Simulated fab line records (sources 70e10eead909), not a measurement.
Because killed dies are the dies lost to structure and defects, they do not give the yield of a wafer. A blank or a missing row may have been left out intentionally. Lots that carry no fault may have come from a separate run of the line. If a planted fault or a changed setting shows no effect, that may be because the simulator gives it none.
fab line records	flow nand_harc
record: lots: 12	wafers: 36	last_day: 32
route steps=1302 shown P_ZERO_WELL@31 P_GATE@136 END@1302
lots that met no fault: from a run of the same line without faults
start_h: hours from the record's first day to the start of the lot's first wafer shown	wait_h: how many hours have passed since the lot's step before this one	" same as the row above	L1.1+2: a single row standing in for several wafers	- value missing, or start not given	* or withheld: withheld	< > ~ a bound
route shown NAME@n: names a module that has steps shown in the file, with the first one's number in the route	usual: mean/standard deviation of fault-free wafers	same: alike in all rows	chamber/n: place in a boat	sites: each site's reading	_std_site: standard deviation of those values	_edge_site: the outer-site mean with the inner-site mean subtracted	radius_mm: for every site, how far away it sits from the centre of the wafer	mask NAME#n: copy n	behind: the last tool/chamber to shape the wafer	hold: why the lot went on hold/how many hours it stayed there/how the hold came to an end	device: transistor that didn't switch, given as n, p or np	end of line: the tests these same wafers got at the end of their route	where a step has no rows: the recipe by itself	killed: count of dies lost to structure and defects at first sort (not the wafer's yield)	map: dies across one wafer; x = killed, . = not, _ = none there
set.NAME: the setting that was run; set.NAME@STEP: the one run at that earlier step	model.NAME: the simulator's own value behind a step, which no gauge read
a sample of lots followed through the steps of the route, with each step as a table and each wafer as a row
services: when a tool's chamber went out of use (start_h, in hours from the record's first day, below 0 if earlier), for how many hours, and the reason
== steps ==
step: NHARC_P_ZERO_WELL_DESCUM_26
recipe: time_s: 3	o2_flow_sccm: 200	ar_flow_sccm: 0	bias_power_w: 0	chemistry: O2
usual: drypump_motor_current_A: 5.8/0.48	oes_product_au: 0.995/0.013	rf_vpp_V: 57.7/0.81	showerhead_plenum_p_Torr: 1.89/0.087	throttle_valve_pct: 11.310/0.0097
lot.wafer	tool	chamber	start_h	wait_h	drypump_motor_current_A	oes_product_au	rf_hours_counter_h	rf_vpp_V	showerhead_plenum_p_Torr	throttle_valve_pct
L491.1	rie_diel-04	0	22.74	-	5.7	0.994	2	58.4	1.91	11.316
L491.6	"	0	"	"	5.7	1.000	-	57.6	1.91	11.302
L491.4	"	2	"	"	5.9	0.991	-	57.1	1.80	11.316
L492.2	rie_diel-06	0	32.83	-	5.7	0.993	19	57.8	2.01	11.298
L492.1	"	1	"	"	6.8	0.974	24	56.6	1.78	11.309
L492.5	"	0	"	"	5.8	0.997	-	57.3	2.01	11.300
L494.2	rie_diel-06	3	52.85	-	6.0	0.985	32	58.6	2.00	11.306
L494.1	"	1	"	"	6.8	0.971	33	56.1	1.77	11.317
L494.5	"	0	"	"	5.8	0.998	-	59.0	2.01	11.317
L496.1	rie_diel-01	3	73.62	-	5.2	1.018	13	56.5	1.84	11.300
L496.5	"	3	"	"	5.2	1.022	-	57.6	1.84	11.314
L496.6	"	0	"	"	5.0	1.011	-	57.7	1.93	11.334
L497.3	rie_diel-04	0	82.63	-	5.7	0.983	27	58.9	1.90	11.304
L497.4	"	1	"	"	5.7	0.997	23	57.9	1.83	11.316
L497.6	"	3	"	"	6.2	0.989	-	58.2	1.80	11.298
L498.2	rie_diel-06	3	92.61	-	6.0	0.989	38	58.2	2.00	11.320
L498.3	"	1	"	"	6.7	0.982	40	57.6	1.77	11.310
L498.6	"	3	"	"	6.0	0.978	-	58.1	2.00	11.317
L501.4	rie_diel-04	0	122.74	-	5.7	1.006	41	57.4	1.89	11.309
L501.3	"	3	"	"	6.2	0.990	41	55.6	1.80	11.307
L501.5	"	0	"	"	5.7	1.006	-	57.5	1.89	11.321
L502.4	rie_diel-04	0	134.99	-	5.7	1.002	44	58.5	1.89	11.326
L502.2	"	3	"	"	6.2	0.996	46	58.6	1.80	11.309
L502.6	"	1	"	"	5.7	0.989	-	56.3	1.82	11.310
L503.3	rie_diel-06	3	142.77	-	6.0	0.986	1	57.1	1.99	11.298
L503.4	"	2	"	"	5.3	0.988	1	57.3	1.79	11.312
L503.6	"	0	"	"	5.8	0.998	-	57.9	2.00	11.289
L508.3	rie_diel-01	2	192.53	-	5.7	1.013	51	58.1	1.86	11.300
L508.6	"	1	"	"	6.4	0.961	-	59.0	1.99	11.305
L508.5	"	2	"	"	5.7	1.026	-	57.0	1.86	11.299
L509.2	rie_diel-06	3	202.63	-	6.0	0.991	21	58.0	1.99	11.305
L509.1	"	1	"	"	6.7	0.990	22	59.7	2.07	11.305
L509.5	"	0	"	"	5.8	0.992	-	59.0	2.00	11.304
L511.2	rie_diel-01	2	222.67	-	5.7	1.008	2	57.5	1.86	11.315
L511.1	"	0	"	"	5.0	0.989	2	58.3	1.91	11.322
L511.5	"	1	"	"	6.4	0.993	-	56.8	1.99	11.302
step: NHARC_P_ZERO_WELL_DESCUM_39
recipe: time_s: 3	o2_flow_sccm: 200	ar_flow_sccm: 0	bias_power_w: 0	chemistry: O2
usual: drypump_motor_current_A: 5.8/0.51	oes_product_au: 0.994/0.012	rf_vpp_V: 57.8/0.9	showerhead_plenum_p_Torr: 1.91/0.098	throttle_valve_pct: 11.310/0.009
lot.wafer	tool	chamber	start_h	wait_h	drypump_motor_current_A	oes_product_au	rf_hours_counter_h	rf_vpp_V	showerhead_plenum_p_Torr	throttle_valve_pct
L491.4	rie_diel-01	3	24.29	-	5.2	0.986	48	56.6	1.85	11.302
L491.1	"	1	"	"	6.4	0.986	45	59.1	2.01	11.311
L491.6	"	3	"	"	5.2	0.987	-	58.2	1.85	11.312
L492.2	rie_diel-04	2	34.51	-	5.9	1.000	7	56.8	1.80	11.307
L492.1	"	3	"	"	6.2	1.006	9	57.4	1.81	11.307
L492.5	"	0	"	"	5.7	0.986	-	58.8	1.90	11.299
L494.2	rie_diel-06	0	54.56	-	5.8	1.000	30	57.3	2.01	11.313
L494.1	"	3	"	"	6.1	0.984	32	57.8	2.00	11.303
L494.5	"	0	"	"	5.7	0.981	-	57.7	2.01	11.313
L496.1	rie_diel-06	3	75.16	-	6.0	0.986	36	58.2	2.00	11.304
L496.6	"	1	"	"	6.7	0.988	-	58.2	1.77	11.301
L496.5	"	2	"	"	5.2	0.997	-	58.2	1.79	11.310
L497.3	rie_diel-06	1	84.25	-	6.8	0.974	40	58.1	1.77	11.311
L497.4	"	2	"	"	5.3	0.992	34	58.0	1.79	11.296
L497.6	"	1	"	"	6.8	0.981	-	56.0	1.77	11.320
L498.2	rie_diel-06	0	94.27	-	5.8	0.983	37	58.8	2.01	11.306
L498.3	"	2	"	"	5.2	1.008	35	56.7	1.79	11.318
L498.6	"	0	"	"	5.8	0.976	-	58.5	2.01	11.319
L501.4	rie_diel-01	3	124.25	-	5.2	1.018	31	58.6	1.84	11.325
L501.3	"	0	"	"	5.0	1.004	31	57.7	1.92	11.313
L501.5	"	0	"	"	5.0	1.007	-	58.8	1.92	11.310
L502.2	rie_diel-04	0	136.66	-	5.7	1.000	45	58.2	1.89	11.305
L502.4	"	1	"	"	5.7	0.993	39	58.3	1.82	11.302
L502.6	"	3	"	"	6.2	1.001	-	58.3	1.80	11.307
L503.3	rie_diel-04	1	144.30	-	5.7	0.998	41	58.5	1.82	11.313
L503.4	"	2	"	"	5.9	0.991	41	58.0	1.79	11.329
L503.6	"	0	"	"	5.7	0.993	-	57.5	1.89	11.311
L508.3	rie_diel-06	2	194.06	-	5.2	0.978	17	56.8	1.78	11.308
L508.6	"	3	"	"	6.0	0.992	-	57.6	1.99	11.314
L508.5	"	2	"	"	5.3	0.977	-	57.9	1.78	11.309
L509.2	rie_diel-06	3	204.28	-	6.0	0.996	21	58.5	1.99	11.311
L509.1	"	0	"	"	5.7	0.984	20	59.6	2.00	11.321
L509.5	"	3	"	"	6.0	0.994	-	58.4	1.99	11.309
L511.1	rie_diel-06	0	224.32	-	5.8	1.000	29	58.1	1.99	11.311
L511.2	"	1	"	"	6.8	0.984	31	59.6	2.07	11.325
L511.5	"	3	"	"	6.0	0.984	-	58.5	1.98	11.319
step: NHARC_P_GATE_SOFTBAKE_21
recipe: temp_c: 105	time_s: 55
usual: heater_power_total_W: 188.45/0.13
lot.wafer	tool	chamber	start_h	wait_h	heater_power_total_W
L491.1	litho_track-06	0	106	-	188.51
L491.4	"	0	"	"	188.46
L491.6	"	0	"	"	188.48
L492.1	litho_track-01	0	107	-	188.46
L492.2	"	0	"	"	188.42
L492.5	"	0	"	"	188.42
L494.1	litho_track-01	0	137	-	188.65
L494.2	"	0	"	"	188.41
L494.5	"	0	"	"	188.45
L496.1	litho_track-04	0	151	-	188.75
L496.5	"	0	"	"	188.23
L496.6	"	0	"	"	188.38
L498.2	litho_track-04	0	164	-	188.49
L498.3	"	0	"	"	188.60
L498.6	"	0	"	"	188.43
L497.3	litho_track-06	0	165	-	188.23
L497.4	"	0	"	"	188.49
L497.6	"	0	"	"	188.35
L501.3	litho_track-01	0	205	-	188.40
L501.4	"	0	"	"	188.31
L501.5	"	0	"	"	188.28
L502.2	litho_track-06	0	211	-	188.59
L502.4	"	0	"	"	188.55
L502.6	"	0	"	"	188.53
L503.3	litho_track-04	0	211	-	188.36
L503.4	"	0	"	"	188.39
L503.6	"	0	"	"	188.46
L508.3	litho_track-06	0	270	-	322.87
L508.5	"	0	"	"	322.99
L508.6	"	0	"	"	323.23
L509.1	litho_track-04	0	288	-	188.28
L509.2	"	0	"	"	188.47
L509.5	"	0	"	"	188.23
L511.1	litho_track-06	0	298	-	323.08
L511.2	"	0	"	"	322.94
L511.5	"	0	"	"	323.17
step: NHARC_P_GATE_ETCH_104
recipe: target_depth_a: 600	time_s: withheld	cf4_flow_sccm: 100	chf3_flow_sccm: 30	ar_flow_sccm: 0	rf_w: 500	bias_w: 200	chemistry: CF4/CHF3
usual: drypump_motor_current_A: 5.9/0.48	oes_product_au: 0.948/0.021	rf_vpp_V: 370.2/2.4	showerhead_plenum_p_Torr: 1.56/0.065	throttle_valve_pct: 16.802/0.0096
lot.wafer	tool	chamber	start_h	wait_h	drypump_motor_current_A	oes_product_au	rf_vpp_V	showerhead_plenum_p_Torr	throttle_valve_pct
L491.4	rie_diel-05	0	107.63	0.1	6.5	0.988	367.9	1.51	16.800
L491.1	"	3	"	"	6.3	0.982	369.7	1.53	16.801
L491.6	"	0	"	"	6.5	0.988	366.4	1.51	16.805
L492.2	rie_diel-05	3	108.25	0.1	6.4	0.931	368.1	1.53	16.805
L492.1	"	0	"	"	6.5	0.947	369.7	1.51	16.799
L492.5	"	1	"	"	5.2	0.933	373.2	1.65	16.821
L494.2	rie_diel-09	3	138.52	0.1	6.1	0.933	367.3	1.47	16.803
L494.1	"	1	"	"	6.3	0.943	373.3	1.62	16.804
L494.5	"	2	"	"	5.8	0.940	368.9	1.50	16.782
L496.1	rie_diel-09	0	152.50	0.1	5.9	0.970	367.8	1.50	16.794
L496.5	"	2	"	"	5.8	0.961	366.8	1.50	16.801
L496.6	"	3	"	"	6.2	0.964	367.5	1.47	16.800
L498.3	rie_diel-09	2	165.62	0.1	5.8	0.957	367.6	1.50	16.798
L498.2	"	0	"	"	5.8	0.960	368.7	1.50	16.781
L498.6	"	1	"	"	6.3	0.962	371.7	1.62	16.798
L497.4	rie_diel-09	3	166.27	0.1	6.1	0.991	368.3	1.47	16.800
L497.3	"	0	"	"	5.9	0.959	368.1	1.50	16.784
L497.6	"	2	"	"	5.8	0.973	367.8	1.50	16.808
L501.3	rie_diel-13	2	206.18	0.1	6.3	0.932	373.7	1.65	16.800
L501.4	"	3	"	"	5.6	0.913	368.0	1.52	16.801
L501.5	"	3	"	"	5.6	0.926	368.2	1.52	16.807
L502.2	rie_diel-05	3	212.59	0.1	6.4	0.933	368.2	1.53	16.787
L502.4	"	0	"	"	6.6	0.919	367.4	1.51	16.783
L502.6	"	2	"	"	5.8	0.927	373.4	1.62	16.795
L503.3	rie_diel-09	1	212.74	0.1	6.3	0.984	371.8	1.62	16.803
L503.4	"	2	"	"	5.8	0.975	369.6	1.50	16.807
L503.6	"	1	"	"	6.3	0.979	371.9	1.62	16.809
L508.3	rie_diel-05	2	270.74	0.1	5.7	0.947	371.4	1.62	16.811
L508.5	"	0	"	"	6.6	0.967	369.0	1.51	16.804
L508.6	"	1	"	"	5.2	0.952	373.1	1.65	16.818
L509.2	rie_diel-13	3	289.39	0.1	5.6	0.918	368.4	1.52	16.812
L509.1	"	0	"	"	4.8	0.924	372.7	1.60	16.807
L509.5	"	2	"	"	6.3	0.927	373.5	1.65	16.798
L511.1	rie_diel-13	1	299.18	0.1	5.4	0.955	371.0	1.61	16.821
L511.2	"	3	"	"	5.6	0.941	368.0	1.52	16.797
L511.5	"	1	"	"	5.4	0.960	371.3	1.61	16.810
step: NHARC_END_SORT_01
recipe: temp_c: 25
usual: killed_at_array: 47/18	killed_at_other: 0.9/1.1	killed_at_periphery: 4/3.1	killed_dies: 52/18	killed_open: 3.1/1.5	killed_short: 2.4/1.5
same: gross_dies: 677
lot.wafer	tool	chamber	start_h	wait_h	killed_at_array	killed_at_other	killed_at_periphery	killed_dies	killed_open	killed_short
L503.3	prober-02	0	686.86	3.1	49	0	3	52	2	4
L503.4	prober-02	0	687.67	3.4	51	0	2	53	4	5
L503.6	prober-02	0	689.27	4.0	52	0	1	53	6	2
killed by level:class
L503.3 A_CHANNEL_HOLE_D2:chamber_film_flake=22 A_CHANNEL_HOLE_D1:chamber_film_flake=13 A_CONTACT:chamber_film_flake=4 P_STI:chamber_film_flake=2 P_CONTACT:geometric_particle:open=1 A_SOURCE_PLATE:geometric_particle:short=1 A_ONON_D1:geometric_particle:short=1 A_CHANNEL_FILL_D2:geometric_particle:open=1
L503.4 A_CHANNEL_HOLE_D2:chamber_film_flake=20 A_CHANNEL_HOLE_D1:chamber_film_flake=14 A_CHANNEL_FILL_D2:chamber_film_flake=3 A_SGD_CUT:geometric_particle:short=2 A_DECK1_JOINT:chamber_film_flake=2 A_SLIT:chamber_film_flake=2 A_CONTACT:chamber_film_flake=2 P_M0:geometric_particle:open=1
L503.6 A_CHANNEL_HOLE_D2:chamber_film_flake=16 A_CHANNEL_HOLE_D1:chamber_film_flake=14 A_CONTACT:chamber_film_flake=6 A_STAIRCASE:chamber_film_flake=4 A_DECK1_JOINT:geometric_particle:open=2 A_WL_FILL:chamber_film_flake=2 A_ONON_D1:geometric_particle:short=1 A_ONON_D1:geometric_particle:open=1
== services ==
tool	chamber	start_h	hours	kind
rie_diel-04	0	-0.73	7.3	repair
rie_diel-04	-	0.90	9.0	pm
litho_track-06	-	4.00	7.0	pm
rie_diel-05	1	6.93	6.7	repair
rie_diel-04	1	19.55	3.7	repair
rie_diel-01	-	27.16	9.0	pm
rie_diel-05	3	27.92	13.2	repair
litho_track-04	-	28.00	7.0	pm
rie_diel-05	1	28.85	5.5	repair
rie_diel-04	2	94.87	7.6	repair
rie_diel-04	1	97.44	10.4	repair
rie_diel-06	-	130.32	9.0	pm
rie_diel-01	-	140.07	5.8	repair
rie_diel-09	-	143.10	9.0	pm
rie_diel-04	3	167.28	10.8	repair
litho_track-06	-	179.00	7.0	pm
rie_diel-04	-	179.61	9.0	pm
rie_diel-06	0	187.06	7.9	repair
rie_diel-01	1	194.37	6.1	repair
rie_diel-04	-	196.15	0.7	repair
rie_diel-01	-	204.16	9.0	pm
rie_diel-06	3	225.73	1.5	repair
rie_diel-06	1	286.10	6.6	repair
rie_diel-01	1	293.54	3.1	repair
== key ==
first_sign: step: NHARC_P_GATE_SOFTBAKE_21	reading: heater_power_total_W	direction: up	sigmas: 99+	usual: *	struck: *
effect none on later readings
met_at NHARC_P_GATE_SOFTBAKE_21
struck_lots L508,L511
tester_left_out L508,L511
not_acting_at NHARC_P_ZERO_WELL_DESCUM_26,NHARC_P_ZERO_WELL_DESCUM_39,NHARC_P_GATE_ETCH_104
onset_between 211 270
fault: kind: process_parameter_drift	tool: litho_track-06	chamber: -	onset_h: 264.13	steps: NHARC_P_GATE_SOFTBAKE_21	channel: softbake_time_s	offset: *	shape: step	end_h: 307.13	acts_in: *	stated: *
tester_left_out: of these lots the tester's yield and bins aren't shown, on N5 and GAA mostly nor the transistor test; their killed dies are dies lost to structure and defects alone, not to doping, threshold or leakage, so they don't give the yield
